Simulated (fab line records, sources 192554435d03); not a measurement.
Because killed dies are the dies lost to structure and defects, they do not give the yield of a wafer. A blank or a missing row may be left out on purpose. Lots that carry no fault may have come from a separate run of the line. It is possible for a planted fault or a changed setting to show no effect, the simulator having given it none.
fab line records | flow n5-finfet | part 2 of 2: steps 5 to 6 of 6
record: lots: 23 wafers: 69 last-day: 18
route steps=1938 shown MOL_CONTACT_COAG@577 BEOL_M0_SAQP@652
lots that met no fault: from a run of the same line without faults
start-h: start of the lot's first displayed wafer, in hours after the record's first day | wait-h: hours from the lot's prior step to this one | " the same as in the row above | L1.1+2: one row covering several wafers at once | - value missing, or start not given | * or withheld: withheld | < > ~ a bound
route shown NAME@n: names a module that has steps shown in the file, with the first one's number in the route | usual: mean and standard deviation over wafers with no fault | same: alike in all rows | chamber/n: place in a boat | sites: per-site readings | _std_site: their standard deviation | _edge_site: inner sites' mean taken away from outer sites' mean | radius-mm: for every site, how far away it sits from the centre of the wafer | mask NAME#n: copy n | behind: the tool/chamber that last shaped the wafer | hold: the reason the lot was held/the length of the hold in hours/how it ended | device: names the non-switching transistor (n, p or np) | end of line: tests of these same wafers at the route's end | a step with no rows: only its recipe | killed: dies lost to structure and defects at the first sort, not the wafer's yield | map: a wafer's dies, x killed, . not, _ none there
set.NAME: setting as actually run; set.NAME@STEP: the setting as run at that earlier step | model.NAME: the simulator's own value behind a step, which no gauge read
steps of the route over a sample of lots; a table a step, a row a wafer
services: when a tool's chamber went out of use (start-h, in hours from the record's first day, below 0 if earlier), for how many hours, and the reason
== steps ==
step: N5_BEOL_M0_SAQP_STRIP_86
recipe: chemistry: N2/H2 power-w: 500 temp-c: 40 pressure-mtorr: 50 rf-frequency-hz: 6e+07 overash-fraction: 0.3 bias-power-w: 28 h2-frac: 0.5 n2-flow-sccm: 300 h2-flow-sccm: 300
usual: drypump-motor-current-A: 5.6/0.45 oes-product-au: 0.77/0.07 rf-vpp-V: 122.1/1.4 showerhead-plenum-p-Torr: 3.37/0.14 throttle-valve-pct: 19.0/0.34
columns lot.wafer tool chamber start-h wait-h drypump-motor-current-A oes-product-au rf-hours-counter-h rf-vpp-V showerhead-plenum-p-Torr throttle-valve-pct
L074.2 rie-diel-06 1 110.94 0.1 5.5 0.81 102 122.0 3.15 19.0
L074.3 " 0 " " 5.6 0.75 167 122.8 3.47 19.1
L074.6 " 0 " " 5.6 0.76 - 122.0 3.47 19.1
L075.1 rie-diel-04 3 114.14 0.1 6.0 0.71 205 124.0 3.46 18.9
L075.3 " 1 " " 5.5 0.73 201 123.8 3.48 20.0
L075.5 " 3 " " 6.0 0.72 - 123.2 3.46 18.9
L077.3 rie-diel-04 3 122.74 0.1 6.0 0.71 208 121.7 3.46 18.9
L077.5 " 0 " " 5.3 0.77 - 124.3 3.48 18.7
L077.6 " 3 " " 6.0 0.71 - 121.9 3.46 18.9
L078.2 rie-diel-01 0 133.03 0.1 6.3 0.72 187 120.8 3.19 19.2
L078.4 " 1 " " 6.4 0.76 154 121.7 3.37 19.1
L078.6 " 2 " " 5.1 0.79 - 122.3 3.49 18.8
L079.2 rie-diel-06 1 139.42 0.1 5.5 0.79 111 119.8 3.15 19.1
L079.3 " 0 " " 5.6 0.74 176 122.0 3.47 19.1
L079.6 " 3 " " 6.2 0.73 - 120.9 3.31 19.0
L080.1 rie-diel-06 1 143.60 0.1 5.5 0.79 113 121.4 3.15 19.1
L080.3 " 0 " " 5.6 0.75 178 122.0 3.47 19.1
L080.5 " 1 " " 5.5 0.79 - 120.2 3.15 19.0
L081.1 rie-diel-06 1 152.75 0.3 5.6 0.79 118 122.3 3.14 19.1
L081.3 " 2 " " 4.8 0.99 2 122.4 3.58 18.5
L081.6 " 1 " " 5.5 0.79 - 121.6 3.14 19.1
L082.2 rie-diel-06 1 155.51 0.2 5.6 0.79 119 117.6 3.14 19.1
L082.3 " 0 " " 5.7 0.74 184 123.4 3.47 19.1
L082.5 " 0 " " 5.6 0.74 - 124.2 3.47 19.1
L083.3 rie-diel-06 3 162.66 0.2 6.2 0.72 225 121.4 3.31 19.0
L083.4 " 2 " " 4.8 0.96 7 123.0 3.58 18.5
L083.5 " 2 " " 4.8 0.96 - 124.9 3.58 18.5
L084.1 rie-diel-04 2 172.77 0.1 5.9 0.84 56 121.0 3.39 18.5
L084.2 " 1 " " 5.4 0.70 222 120.6 3.47 20.1
L084.4 " 0 " " 5.3 0.75 169 123.0 3.47 18.8
L085.2 rie-diel-06 2 177.93 0.1 4.8 0.92 13 122.2 3.57 18.5
L085.3 " 3 " " 6.2 0.71 232 119.9 3.30 19.0
L085.5 " 3 " " 6.2 0.72 - 124.2 3.30 19.0
L086.1 rie-diel-04 1 187.53 0.1 5.4 0.71 226 120.6 3.46 20.1
L086.4 " 3 " " 6.0 0.70 230 120.6 3.44 19.0
L086.6 " 2 " " 5.9 0.85 - 122.4 3.38 18.4
L087.1 rie-diel-06 3 194.11 0.1 6.2 0.71 235 122.9 3.30 19.0
L087.4 " 0 " " 5.6 0.74 197 120.8 3.46 19.1
L087.5 " 0 " " 5.6 0.73 - 122.3 3.46 19.1
L088.2 rie-diel-01 2 197.68 0.1 5.1 0.77 144 122.2 3.48 18.8
L088.5 " 0 " " 6.2 0.70 - 120.0 3.18 19.2
L088.6 " 3 " " 5.9 0.69 - 122.4 3.32 19.0
L089.4 rie-diel-06 0 205.53 0.1 5.6 0.73 200 123.5 3.46 19.1
L089.5 " 0 " " 5.6 0.73 - 123.2 3.46 19.1
L089.6 " 3 " " 6.2 0.71 - 121.6 3.30 19.0
L090.1 rie-diel-04 3 209.35 0.1 6.1 0.69 237 122.3 3.44 19.0
L090.2 " 2 " " 5.9 0.82 66 123.2 3.38 18.5
L090.6 " 2 " " 5.9 0.82 - 121.6 3.38 18.5
L091.1 rie-diel-01 2 212.47 0.1 5.1 0.76 148 122.5 3.48 18.8
L091.3 " 0 " " 6.3 0.71 201 120.9 3.18 19.2
L091.5 " 1 " " 6.4 0.75 - 122.6 3.36 19.1
L092.1 rie-diel-06 3 225.51 0.1 6.1 0.71 245 121.4 3.29 19.0
L092.2 " 2 " " 4.8 0.91 26 127.1 3.57 18.5
L092.6 " 2 " " 4.8 0.90 - 123.9 3.57 18.5
L093.1 rie-diel-06 0 227.03 0.1 5.6 0.72 206 118.8 3.45 19.1
L093.4 " 2 " " 4.8 0.89 26 122.8 3.57 18.5
L093.5 " 1 " " 5.6 0.75 - 121.0 3.13 19.1
L094.1 rie-diel-06 0 233.35 0.1 5.6 0.72 208 123.2 3.45 19.1
L094.5 " 2 " " 4.8 0.89 - 123.1 3.56 18.6
L094.6 " 1 " " 5.6 0.77 - 122.8 3.13 19.1
L095.1 rie-diel-04 3 245.24 0.1 6.0 0.68 248 122.3 3.43 19.0
L095.2 " 0 " " 5.3 0.74 192 121.6 3.45 18.8
L095.4 " 1 " " 5.4 0.69 243 123.7 3.45 20.1
L096.2 rie-diel-06 2 248.88 0.1 4.8 0.89 34 124.8 3.56 18.5
L096.3 " 0 " " 5.6 0.72 213 121.7 3.45 19.1
L096.5 " 2 " " 4.8 0.88 - 123.4 3.56 18.6
L097.1 rie-diel-06 2 254.66 0.1 4.8 0.88 35 124.8 3.56 18.6
L097.3 " 0 " " 5.6 0.72 214 123.0 3.45 19.2
L097.5 " 2 " " 4.8 0.88 - 122.9 3.56 18.6
step: N5_BEOL_M0_SAQP_ALD_48
recipe: material: SiO2 target-thk-a: 200 temp-c: 100 ald-precursor-family: BDEAS ald-co-reactant: O2-plasma pulse-time-s: 1 co-reactant-pulse-time-s: 1 purge-time-s: 2 co-reactant-purge-time-s: 2 ald-cycles: 139 pressure-torr: 2
usual: heater-power-w: 73/7.7 precursor-pulse-height-rel: 0.997/0.021
same: purge-time-s: 2
columns lot.wafer tool chamber start-h wait-h heater-power-w precursor-pulse-height-rel
L074.2 ald-sin-01 3 115.51 0.0 74 0.973
L074.3 " 2 " " 69 0.970
L074.6 " 3 " " 74 0.996
L075.1 ald-sin-02 2 118.83 0.0 65 0.983
L075.3 " 1 " " 66 1.046
L075.5 " 2 " " 65 1.023
L077.3 ald-sin-02 3 127.66 0.0 68 0.989
L077.5 " 3 " " 68 1.014
L077.6 " 0 " " 86 0.969
L078.2 ald-sin-02 2 137.02 0.0 65 0.955
L078.4 " 3 " " 68 1.008
L078.6 " 2 " " 63 0.985
L079.2 ald-sin-02 2 143.17 0.0 66 1.021
L079.3 " 1 " " 66 1.022
L079.6 " 2 " " 65 1.002
L080.1 ald-sin-01 1 149.02 0.0 75 0.991
L080.3 " 3 " " 74 0.984
L080.5 " 2 " " 71 0.976
L081.1 ald-sin-04 0 157.74 0.0 80 0.993
L081.3 " 1 " " 76 1.026
L081.6 " 1 " " 76 0.999
L082.2 ald-sin-02 0 160.42 0.0 88 0.980
L082.3 " 3 " " 69 0.975
L082.5 " 1 " " 64 1.001
L083.3 ald-sin-01 3 169.21 0.3 75 1.030
L083.4 " 2 " " 69 1.005
L083.5 " 2 " " 69 1.016
L084.1 ald-sin-01 3 176.97 0.0 78 1.001
L084.2 " 2 " " 69 0.983
L084.4 " 3 " " 76 0.948
L085.2 ald-sin-04 2 184.45 0.6 68 0.997
L085.3 " 0 " " 79 0.982
L085.5 " 0 " " 82 0.974
L086.1 ald-sin-02 1 191.53 0.0 66 1.034
L086.4 " 2 " " 65 1.046
L086.6 " 3 " " 69 1.021
L087.1 ald-sin-04 3 198.80 0.7 85 0.980
L087.4 " 0 " " 83 1.001
L087.5 " 3 " " 85 0.979
L088.2 ald-sin-04 0 202.59 0.1 81 0.993
L088.5 " 3 " " 85 0.972
L088.6 " 0 " " 78 1.012
L089.4 ald-sin-02 1 209.51 0.0 64 1.013
L089.5 " 0 " " 87 0.967
L089.6 " 1 " " 65 1.017
L090.1 ald-sin-02 0 214.21 0.0 87 1.023
L090.2 " 2 " " 64 0.978
L090.6 " 1 " " 66 1.006
L091.1 ald-sin-04 3 217.28 0.3 84 0.980
L091.3 " 0 " " 80 0.999
L091.5 " 0 " " 81 0.998
L092.1 ald-sin-02 3 230.38 0.7 70 1.019
L092.2 " 2 " " 67 0.996
L092.6 " 3 " " 68 0.967
L093.1 ald-sin-02 0 230.88 0.1 84 1.002
L093.4 " 1 " " 65 1.010
L093.5 " 1 " " 67 1.024
L094.1 ald-sin-02 3 238.10 0.0 68 1.054
L094.5 " 3 " " 67 1.007
L094.6 " 0 " " 88 1.014
L095.1 ald-sin-02 1 249.37 0.0 65 1.024
L095.2 " 2 " " 65 0.995
L095.4 " 3 " " 67 1.007
L096.2 ald-sin-02 1 252.76 0.0 67 1.007
L096.3 " 3 " " 69 0.992
L096.5 " 0 " " 85 0.960
L097.1 ald-sin-01 3 258.32 0.0 78 1.008
L097.3 " 0 " " 80 0.994
L097.5 " 0 " " 82 0.990
== services ==
columns tool chamber start-h hours kind
ald-sin-01 - 85.25 14.0 pm
ald-sin-03 - 102.60 28.1 pm
ald-sin-01 0 103.30 121.1 repair
rie-diel-01 0 107.52 8.7 repair
rie-diel-06 2 130.38 - clean
rie-diel-06 2 130.38 - consumable-replace:focus-ring
rie-diel-06 2 130.38 - consumable-replace:showerhead
rie-diel-06 2 130.38 17.2 scheduled-down
rie-diel-06 2 130.38 17.2 vent-cycle
rie-diel-05 1 141.45 1.7 repair
rie-diel-01 - 142.97 28.1 pm
rie-diel-06 - 151.78 0.2 repair
ald-sin-01 1 168.50 92.3 repair
ald-sin-03 - 178.17 14.0 pm
ald-sin-04 1 178.87 152.3 repair
plasma-asher-02 - 180.79 0.7 repair
ald-sin-03 3 217.11 7.0 repair
rie-diel-03 1 217.32 3.5 repair
rie-diel-06 3 242.81 - clean
rie-diel-06 3 242.81 - consumable-replace:focus-ring
rie-diel-06 3 242.81 17.0 scheduled-down
rie-diel-01 2 244.51 16.5 repair
ald-sin-04 - 250.48 0.3 repair
rie-diel-05 3 253.97 1.8 repair
